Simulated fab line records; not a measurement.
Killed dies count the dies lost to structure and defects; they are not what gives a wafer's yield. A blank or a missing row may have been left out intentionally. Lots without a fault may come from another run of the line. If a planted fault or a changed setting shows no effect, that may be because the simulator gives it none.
Which tool is to blame? || flow n5-finfet || Sampling: 9 lots, 27 wafers, 6 of 1938 route steps

## WHAT EACH GAUGE READ, for each wafer
N5_SD_EPI_P_CD_MEAS_09: the cd target is 240 nm. Usual: cd-nm 240.0 nm, standard deviation 0.62.
{"lot": "L378", "measured": "day 3 08:13", "on": "cd-sem-02", "cd-nm (nm)": "240.9 239.7 239.2", "flag": ""}
{"lot": "L379", "measured": "day 3 15:04", "on": "cd-sem-03", "cd-nm (nm)": "239.9 241.0 240.1", "flag": ""}
{"lot": "L383", "measured": "day 4 19:37", "on": "cd-sem-02", "cd-nm (nm)": "240.4 240.5 240.1", "flag": ""}
{"lot": "L387", "measured": "day 5 13:35", "on": "cd-sem-02", "cd-nm (nm)": "239.9 239.8 239.5", "flag": ""}
{"lot": "L388", "measured": "day 5 17:29", "on": "cd-sem-03", "cd-nm (nm)": "240.2 239.6 239.7", "flag": ""}
{"lot": "L392", "measured": "day 6 19:38", "on": "cd-sem-01", "cd-nm (nm)": "239.0 239.8 239.5", "flag": ""}
{"lot": "L395", "measured": "day 7 17:50", "on": "cd-sem-02", "cd-nm (nm)": "239.3 240.1 240.2", "flag": ""}
{"lot": "L398", "measured": "day 8 11:07", "on": "cd-sem-02", "cd-nm (nm)": "240.1 239.9 239.1", "flag": ""}
{"lot": "L399", "measured": "day 8 20:23", "on": "cd-sem-02", "cd-nm (nm)": "240.1 239.3 239.5", "flag": ""}

N5_SD_EPI_P_INSPECT_26: inspects for defects (darkfield). Usual: raw-defect-count 163, standard deviation 32.
{"lot": "L378", "measured": "day 3 12:01", "on": "defect-inspect-01", "raw-defect-count": "147 140 142", "flag": ""}
{"lot": "L379", "measured": "day 3 18:55", "on": "defect-inspect-02", "raw-defect-count": "199 191 172", "flag": ""}
{"lot": "L383", "measured": "day 5 00:27", "on": "defect-inspect-01", "raw-defect-count": "109 149 148", "flag": ""}
{"lot": "L387", "measured": "day 5 17:23", "on": "defect-inspect-02", "raw-defect-count": "994 1044 938", "flag": "OFF"}
{"lot": "L388", "measured": "day 5 22:09", "on": "defect-inspect-02", "raw-defect-count": "1019 1023 1046", "flag": "OFF"}
{"lot": "L392", "measured": "day 7 01:25", "on": "defect-inspect-02", "raw-defect-count": "135 195 155", "flag": ""}
{"lot": "L395", "measured": "day 7 22:31", "on": "defect-inspect-02", "raw-defect-count": "123 119 99", "flag": ""}
{"lot": "L398", "measured": "day 8 14:56", "on": "defect-inspect-01", "raw-defect-count": "162 175 142", "flag": ""}
{"lot": "L399", "measured": "day 9 00:29", "on": "defect-inspect-01", "raw-defect-count": "196 188 219", "flag": ""}

N5_BEOL_M4_RC_MEAS_101. Usual: DIBL_N 36.0 mV/V, standard deviation 1.9; DIBL_P 36.0 mV/V, standard deviation 2.1; IOFF_N 0.155 nA/um, standard deviation 0.029; IOFF_P 0.20 nA/um, standard deviation 0.032; ION_N 672 uA/um, standard deviation 11; ION_P 461 uA/um, standard deviation 6.9; SS_N 71.5 mV/dec, standard deviation 0.58; SS_P 73.2 mV/dec, standard deviation 0.64; VT_N 250.4 mV, standard deviation 2.9; VT_P -251.0 mV, standard deviation 2.8.
{"lot": "L378", "measured": "day 8 12:22", "on": "prober-02", "DIBL_N (mV/V)": "34.5 35.0 35.1", "DIBL_P (mV/V)": "33.8 35.0 34.7", "IOFF_N (nA/um)": "0.124 0.131 0.136", "IOFF_P (nA/um)": "0.16 0.17 0.16", "ION_N (uA/um)": "676 659 661", "ION_P (uA/um)": "455 446 451", "SS_N (mV/dec)": "70.4 71.1 70.7", "SS_P (mV/dec)": "72.2 72.5 72.9", "VT_N (mV)": "254.2 253.3 251.9", "VT_P (mV)": "-256.0 -252.8 -257.8", "flag": ""}
{"lot": "L379", "measured": "day 8 17:25", "on": "prober-02", "DIBL_N (mV/V)": "36.5 34.5 34.4", "DIBL_P (mV/V)": "35.3 33.6 33.3", "IOFF_N (nA/um)": "0.129 0.114 0.112", "IOFF_P (nA/um)": "0.19 0.18 0.17", "ION_N (uA/um)": "654 672 666", "ION_P (uA/um)": "452 470 462", "SS_N (mV/dec)": "71.4 71.0 70.8", "SS_P (mV/dec)": "73.9 72.9 72.3", "VT_N (mV)": "254.5 254.6 254.9", "VT_P (mV)": "-251.4 -251.4 -253.8", "flag": ""}
{"lot": "L383", "measured": "day 9 22:37", "on": "prober-02", "DIBL_N (mV/V)": "40.6 39.2 41.7", "DIBL_P (mV/V)": "39.6 39.2 41.4", "IOFF_N (nA/um)": "0.218 0.194 0.236", "IOFF_P (nA/um)": "0.27 0.25 0.30", "ION_N (uA/um)": "676 686 678", "ION_P (uA/um)": "465 466 467", "SS_N (mV/dec)": "72.8 72.2 72.6", "SS_P (mV/dec)": "74.5 74.2 74.4", "VT_N (mV)": "248.8 246.9 246.5", "VT_P (mV)": "-248.0 -246.9 -246.9", "flag": ""}
{"lot": "L387", "measured": "day 11 00:58", "on": "prober-01", "DIBL_N (mV/V)": "36.0 35.7 34.6", "DIBL_P (mV/V)": "37.2 36.8 35.8", "IOFF_N (nA/um)": "0.153 0.155 0.135", "IOFF_P (nA/um)": "0.21 0.22 0.20", "ION_N (uA/um)": "688 672 665", "ION_P (uA/um)": "469 467 466", "SS_N (mV/dec)": "70.9 71.1 71.5", "SS_P (mV/dec)": "74.1 73.8 73.6", "VT_N (mV)": "249.2 250.3 251.7", "VT_P (mV)": "-248.9 -250.4 -249.1", "flag": ""}
{"lot": "L388", "measured": "day 11 04:49", "on": "prober-02", "DIBL_N (mV/V)": "35.4 34.5 34.1", "DIBL_P (mV/V)": "35.7 34.6 34.0", "IOFF_N (nA/um)": "0.168 0.149 0.137", "IOFF_P (nA/um)": "0.22 0.21 0.19", "ION_N (uA/um)": "680 678 672", "ION_P (uA/um)": "467 467 458", "SS_N (mV/dec)": "71.2 71.3 71.2", "SS_P (mV/dec)": "73.4 72.5 72.7", "VT_N (mV)": "249.3 247.9 250.8", "VT_P (mV)": "-249.5 -250.5 -249.1", "flag": ""}
{"lot": "L392", "measured": "day 11 16:44", "on": "prober-01", "DIBL_N (mV/V)": "35.7 33.4 33.0", "DIBL_P (mV/V)": "35.4 32.3 32.2", "IOFF_N (nA/um)": "0.163 0.118 0.117", "IOFF_P (nA/um)": "0.23 0.18 0.18", "ION_N (uA/um)": "669 667 662", "ION_P (uA/um)": "469 465 467", "SS_N (mV/dec)": "70.7 70.2 70.9", "SS_P (mV/dec)": "73.5 73.1 72.9", "VT_N (mV)": "247.3 252.6 249.7", "VT_P (mV)": "-248.7 -250.8 -249.4", "flag": ""}
{"lot": "L395", "measured": "day 12 21:11", "on": "prober-01", "DIBL_N (mV/V)": "35.9 37.4 35.4", "DIBL_P (mV/V)": "37.6 38.4 37.0", "IOFF_N (nA/um)": "0.158 0.185 0.133", "IOFF_P (nA/um)": "0.19 0.20 0.17", "ION_N (uA/um)": "682 674 658", "ION_P (uA/um)": "463 457 456", "SS_N (mV/dec)": "71.7 71.9 71.7", "SS_P (mV/dec)": "73.3 74.1 73.5", "VT_N (mV)": "251.3 250.6 255.4", "VT_P (mV)": "-253.3 -255.3 -255.4", "flag": ""}
{"lot": "L398", "measured": "day 13 15:59", "on": "prober-02", "DIBL_N (mV/V)": "38.0 36.2 38.5", "DIBL_P (mV/V)": "36.8 35.3 37.9", "IOFF_N (nA/um)": "0.169 0.148 0.187", "IOFF_P (nA/um)": "0.22 0.20 0.23", "ION_N (uA/um)": "676 673 679", "ION_P (uA/um)": "469 462 460", "SS_N (mV/dec)": "72.0 70.9 71.9", "SS_P (mV/dec)": "73.9 73.6 74.0", "VT_N (mV)": "249.1 250.4 246.4", "VT_P (mV)": "-247.3 -249.4 -247.4", "flag": ""}
{"lot": "L399", "measured": "day 14 00:02", "on": "prober-02", "DIBL_N (mV/V)": "33.6 32.7 34.6", "DIBL_P (mV/V)": "33.1 32.2 33.9", "IOFF_N (nA/um)": "0.130 0.124 0.132", "IOFF_P (nA/um)": "0.18 0.17 0.19", "ION_N (uA/um)": "675 673 656", "ION_P (uA/um)": "467 464 457", "SS_N (mV/dec)": "71.5 70.7 70.9", "SS_P (mV/dec)": "72.1 72.4 72.7", "VT_N (mV)": "250.5 255.6 253.0", "VT_P (mV)": "-250.3 -251.7 -251.1", "flag": ""}

## EACH LOT AND THE TOOL THAT RAN IT (in order: tool; ch and the chambers of the sampled wafers; start)
{"lot": "L378", "N5_SD_EPI_P_ETCH_16": "rie-diel-05 ch 0,1,3, day 3 08:55", "N5_SD_EPI_P_STRIP_40": "plasma-asher-01 ch 0,1, day 3 09:09", "N5_SD_EPI_P_PRECLEAN_24": "wet-bench-06 ch 0,4,6, day 3 11:57"}
{"lot": "L379", "N5_SD_EPI_P_ETCH_16": "rie-diel-01 ch 0,2, day 3 15:49", "N5_SD_EPI_P_STRIP_40": "plasma-asher-01 ch 0,1, day 3 16:02", "N5_SD_EPI_P_PRECLEAN_24": "wet-bench-01 ch 1,2,4, day 3 18:51"}
{"lot": "L383", "N5_SD_EPI_P_ETCH_16": "rie-diel-04 ch 1,3, day 4 20:31", "N5_SD_EPI_P_STRIP_40": "plasma-asher-02 ch 0,1, day 4 20:45", "N5_SD_EPI_P_PRECLEAN_24": "wet-bench-01 ch 2,5,7, day 5 00:23"}
{"lot": "L387", "N5_SD_EPI_P_ETCH_16": "rie-diel-05 ch 0,2,3, day 5 14:17", "N5_SD_EPI_P_STRIP_40": "plasma-asher-01 ch 0,1, day 5 14:31", "N5_SD_EPI_P_PRECLEAN_24": "wet-bench-01 ch 2,3,4, day 5 17:20"}
{"lot": "L388", "N5_SD_EPI_P_ETCH_16": "rie-diel-05 ch 0,2,3, day 5 18:11", "N5_SD_EPI_P_STRIP_40": "plasma-asher-01 ch 1, day 5 18:24", "N5_SD_EPI_P_PRECLEAN_24": "wet-bench-01 ch 4,6,7, day 5 22:05"}
{"lot": "L392", "N5_SD_EPI_P_ETCH_16": "rie-diel-05 ch 0,1,2, day 6 20:20", "N5_SD_EPI_P_STRIP_40": "plasma-asher-02 ch 0,1, day 6 20:33", "N5_SD_EPI_P_PRECLEAN_24": "wet-bench-06 ch 0,2,6, day 7 01:20"}
{"lot": "L395", "N5_SD_EPI_P_ETCH_16": "rie-diel-04 ch 0,1,3, day 7 18:34", "N5_SD_EPI_P_STRIP_40": "plasma-asher-01 ch 0,1, day 7 18:47", "N5_SD_EPI_P_PRECLEAN_24": "wet-bench-06 ch 0,3,6, day 7 22:26"}
{"lot": "L398", "N5_SD_EPI_P_ETCH_16": "rie-diel-04 ch 0,1,3, day 8 11:49", "N5_SD_EPI_P_STRIP_40": "plasma-asher-01 ch 0,1, day 8 12:02", "N5_SD_EPI_P_PRECLEAN_24": "wet-bench-06 ch 4,6,7, day 8 14:52"}
{"lot": "L399", "N5_SD_EPI_P_ETCH_16": "rie-diel-05 ch 0,1,2, day 8 21:23", "N5_SD_EPI_P_STRIP_40": "plasma-asher-01 ch 0,1, day 8 21:37", "N5_SD_EPI_P_PRECLEAN_24": "wet-bench-01 ch 1,6,7, day 9 00:26"}
- N5_SD_EPI_P_ETCH_16: etches SiO2 in CHF3/O2, target depth 5 nm.
- N5_SD_EPI_P_STRIP_40: strips in N2/H2.
- N5_SD_EPI_P_PRECLEAN_24: cleans in O3/DIW, time 45 s.

## WHAT THE TOOLS THEMSELVES READ (means of the sampled wafers that have a number; where no wafer has one, the mark that the record gives instead)
N5_SD_EPI_P_ETCH_16. Usual: O2_flow_sccm 5.001 sccm, standard deviation 0.015; drypump-motor-current-A 5.7 A, standard deviation 0.33; oes_o_777_au 0.76 a.u., standard deviation 0.085; oes-product-au 0.75 a.u., standard deviation 0.083; rf-fwd-power-W 643.7 W, standard deviation 2.8; rf-vpp-V 523 V, standard deviation 11; showerhead-plenum-p-Torr 2.43 Torr, standard deviation 0.07; throttle-valve-pct 18.91 %, standard deviation 0.28.
{"lot": "L378", "tool": "rie-diel-05", "O2_flow_sccm (sccm)": 5.005, "drypump-motor-current-A (A)": 5.4, "oes_o_777_au (a.u.)": 0.74, "oes-product-au (a.u.)": 0.72, "rf-fwd-power-W (W)": 644.0, "rf-vpp-V (V)": 514, "showerhead-plenum-p-Torr (Torr)": 2.38, "throttle-valve-pct (%)": 18.95, "flag": ""}
{"lot": "L379", "tool": "rie-diel-01", "O2_flow_sccm (sccm)": 5.010, "drypump-motor-current-A (A)": 5.4, "oes_o_777_au (a.u.)": 0.77, "oes-product-au (a.u.)": 0.76, "rf-fwd-power-W (W)": 645.0, "rf-vpp-V (V)": 525, "showerhead-plenum-p-Torr (Torr)": 2.42, "throttle-valve-pct (%)": 19.19, "flag": ""}
{"lot": "L383", "tool": "rie-diel-04", "O2_flow_sccm (sccm)": 5.004, "drypump-motor-current-A (A)": 6.2, "oes_o_777_au (a.u.)": 0.72, "oes-product-au (a.u.)": 0.71, "rf-fwd-power-W (W)": 642.5, "rf-vpp-V (V)": 537, "showerhead-plenum-p-Torr (Torr)": 2.48, "throttle-valve-pct (%)": 19.06, "flag": ""}
{"lot": "L387", "tool": "rie-diel-05", "O2_flow_sccm (sccm)": 5.005, "drypump-motor-current-A (A)": 5.6, "oes_o_777_au (a.u.)": 0.80, "oes-product-au (a.u.)": 0.79, "rf-fwd-power-W (W)": 643.7, "rf-vpp-V (V)": 517, "showerhead-plenum-p-Torr (Torr)": 2.47, "throttle-valve-pct (%)": 18.95, "flag": ""}
{"lot": "L388", "tool": "rie-diel-05", "O2_flow_sccm (sccm)": 4.995, "drypump-motor-current-A (A)": 5.6, "oes_o_777_au (a.u.)": 0.80, "oes-product-au (a.u.)": 0.80, "rf-fwd-power-W (W)": 643.2, "rf-vpp-V (V)": 518, "showerhead-plenum-p-Torr (Torr)": 2.47, "throttle-valve-pct (%)": 18.95, "flag": ""}
{"lot": "L392", "tool": "rie-diel-05", "O2_flow_sccm (sccm)": 4.998, "drypump-motor-current-A (A)": 5.5, "oes_o_777_au (a.u.)": 0.82, "oes-product-au (a.u.)": 0.80, "rf-fwd-power-W (W)": 643.8, "rf-vpp-V (V)": 516, "showerhead-plenum-p-Torr (Torr)": 2.47, "throttle-valve-pct (%)": 18.82, "flag": ""}
{"lot": "L395", "tool": "rie-diel-04", "O2_flow_sccm (sccm)": 5.003, "drypump-motor-current-A (A)": 6.0, "oes_o_777_au (a.u.)": 0.69, "oes-product-au (a.u.)": 0.71, "rf-fwd-power-W (W)": 644.2, "rf-vpp-V (V)": 524, "showerhead-plenum-p-Torr (Torr)": 2.48, "throttle-valve-pct (%)": 19.10, "flag": ""}
{"lot": "L398", "tool": "rie-diel-04", "O2_flow_sccm (sccm)": 4.999, "drypump-motor-current-A (A)": 6.0, "oes_o_777_au (a.u.)": 0.69, "oes-product-au (a.u.)": 0.69, "rf-fwd-power-W (W)": 643.0, "rf-vpp-V (V)": 525, "showerhead-plenum-p-Torr (Torr)": 2.48, "throttle-valve-pct (%)": 19.10, "flag": ""}
{"lot": "L399", "tool": "rie-diel-05", "O2_flow_sccm (sccm)": 5.013, "drypump-motor-current-A (A)": 5.5, "oes_o_777_au (a.u.)": 0.80, "oes-product-au (a.u.)": 0.78, "rf-fwd-power-W (W)": 643.2, "rf-vpp-V (V)": 516, "showerhead-plenum-p-Torr (Torr)": 2.46, "throttle-valve-pct (%)": 18.84, "flag": ""}

N5_SD_EPI_P_STRIP_40. Usual: drypump-motor-current-A 5.6 A, standard deviation 0.35; heater-power-w 312 W, standard deviation 13; n2-flow-sccm 1751 sccm, standard deviation 4.6; oes-product-au 0.762 a.u., standard deviation 0.011.
{"lot": "L378", "tool": "plasma-asher-01", "drypump-motor-current-A (A)": 5.8, "heater-power-w (W)": 308, "n2-flow-sccm (sccm)": 1757, "oes-product-au (a.u.)": 0.764, "flag": ""}
{"lot": "L379", "tool": "plasma-asher-01", "drypump-motor-current-A (A)": 5.8, "heater-power-w (W)": 311, "n2-flow-sccm (sccm)": 1748, "oes-product-au (a.u.)": 0.760, "flag": ""}
{"lot": "L383", "tool": "plasma-asher-02", "drypump-motor-current-A (A)": 5.3, "heater-power-w (W)": 321, "n2-flow-sccm (sccm)": 1755, "oes-product-au (a.u.)": 0.776, "flag": ""}
{"lot": "L387", "tool": "plasma-asher-01", "drypump-motor-current-A (A)": 5.9, "heater-power-w (W)": 311, "n2-flow-sccm (sccm)": 1749, "oes-product-au (a.u.)": 0.759, "flag": ""}
{"lot": "L388", "tool": "plasma-asher-01", "drypump-motor-current-A (A)": 5.4, "heater-power-w (W)": 294, "n2-flow-sccm (sccm)": 1753, "oes-product-au (a.u.)": 0.776, "flag": ""}
{"lot": "L392", "tool": "plasma-asher-02", "drypump-motor-current-A (A)": 5.4, "heater-power-w (W)": 321, "n2-flow-sccm (sccm)": 1752, "oes-product-au (a.u.)": 0.763, "flag": ""}
{"lot": "L395", "tool": "plasma-asher-01", "drypump-motor-current-A (A)": 5.9, "heater-power-w (W)": 308, "n2-flow-sccm (sccm)": 1755, "oes-product-au (a.u.)": 0.756, "flag": ""}
{"lot": "L398", "tool": "plasma-asher-01", "drypump-motor-current-A (A)": 5.8, "heater-power-w (W)": 316, "n2-flow-sccm (sccm)": 1755, "oes-product-au (a.u.)": 0.762, "flag": ""}
{"lot": "L399", "tool": "plasma-asher-01", "drypump-motor-current-A (A)": 5.6, "heater-power-w (W)": 302, "n2-flow-sccm (sccm)": 1748, "oes-product-au (a.u.)": 0.755, "flag": ""}

N5_SD_EPI_P_PRECLEAN_24. Usual: bath-heat-duty-pct 2.4 %, standard deviation 0.45; o3-ppm 10.00, standard deviation 0.089.
{"lot": "L378", "tool": "wet-bench-06", "bath-heat-duty-pct (%)": 2.4, "o3-ppm": 10.00, "flag": ""}
{"lot": "L379", "tool": "wet-bench-01", "bath-heat-duty-pct (%)": 2.3, "o3-ppm": 10.11, "flag": ""}
{"lot": "L383", "tool": "wet-bench-01", "bath-heat-duty-pct (%)": 2.2, "o3-ppm": 9.98, "flag": ""}
{"lot": "L387", "tool": "wet-bench-01", "bath-heat-duty-pct (%)": 2.3, "o3-ppm": 10.04, "flag": ""}
{"lot": "L388", "tool": "wet-bench-01", "bath-heat-duty-pct (%)": 2.1, "o3-ppm": 9.94, "flag": ""}
{"lot": "L392", "tool": "wet-bench-06", "bath-heat-duty-pct (%)": 2.3, "o3-ppm": 10.10, "flag": ""}
{"lot": "L395", "tool": "wet-bench-06", "bath-heat-duty-pct (%)": 2.5, "o3-ppm": 9.94, "flag": ""}
{"lot": "L398", "tool": "wet-bench-06", "bath-heat-duty-pct (%)": 2.0, "o3-ppm": 10.00, "flag": ""}
{"lot": "L399", "tool": "wet-bench-01", "bath-heat-duty-pct (%)": 2.2, "o3-ppm": 10.10, "flag": ""}

## THE ANSWER, worked out from the rows above alone
Rule: take the mean of a lot's wafers that have a number; if it is more than 3 standard deviations from the usual mean, the lot is off. Also off: a lot with no number at a reading for which 4 or more lots have one. Where the step has rows for the other lots, those lots are counted as sound. Order of review: gauges by route order, followed by the tools' own readings, for which a lot's mean as printed above is used. The first step at which some lot is off is used, and at that step the reading that is off furthest; a lot without a number counts as furthest.
Off: L387, L388 (N5_SD_EPI_P_INSPECT_26, raw-defect-count).
A tool fits if, at a process step before that reading, it ran every lot that is off, and no sound lot after the first of them. The gauges at N5_SD_EPI_P_INSPECT_26 are tried like those tools. Of those tried, none fits.

## WHAT THE SIMULATOR HAD INSERTED
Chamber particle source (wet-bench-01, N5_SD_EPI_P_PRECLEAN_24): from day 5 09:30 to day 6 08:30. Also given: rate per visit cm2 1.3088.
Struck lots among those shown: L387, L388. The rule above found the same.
